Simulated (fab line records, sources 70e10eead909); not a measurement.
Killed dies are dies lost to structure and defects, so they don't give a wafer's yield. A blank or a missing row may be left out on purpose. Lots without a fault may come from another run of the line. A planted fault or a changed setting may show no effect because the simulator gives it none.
Which tool did it? | flow nand_harc | 6 lots, 18 wafers sampled, at 1 step of a route of 1159

WHAT THE GAUGES READ, wafer by wafer
NHARC_A_M0_OVL_MEAS_10: pitch 160 nm.
lot  | measured     | on         | overlay_x_nm (nm)
L520 | day 18 05:38 | overlay-02 | -0.7 -1.7 -1.5
L521 | day 19 10:05 | overlay-02 | 0.9 0.2 0.2
L524 | day 20 18:28 | overlay-02 | 0.3 0.1 -0.3
L531 | day 21 21:41 | overlay-02 | 1.6 1.6 2.4
L534 | day 22 09:34 | overlay-02 | -0.4 -0.4 -0.4
L536 | day 23 03:02 | overlay-02 | 0.2 0.2 0.1

WHICH TOOL RAN EACH LOT (tool, then ch and the chambers of the sampled wafers, then the start)
The record holds no process step before these readings.

THE ANSWER, worked out from the rows above alone
Rule: what is usual is taken from the lots themselves. Put in order of their means at a reading, lots are off if they are a third of the lots or fewer, leave a main group of 4 or more, and stand apart from it by a gap of 3 or more times the standard deviation of the main group's means; of several such gaps the widest counts. A main group whose means are all the same, to the digits that the tables above print for the reading, isn't used. A lot without any number at a reading at which 4 lots or more have one is off too. The other lots that the step has rows for count as sound.
No lot is off at any reading shown: from this, nothing can be told.

WHAT THE SIMULATOR HAD PUT IN
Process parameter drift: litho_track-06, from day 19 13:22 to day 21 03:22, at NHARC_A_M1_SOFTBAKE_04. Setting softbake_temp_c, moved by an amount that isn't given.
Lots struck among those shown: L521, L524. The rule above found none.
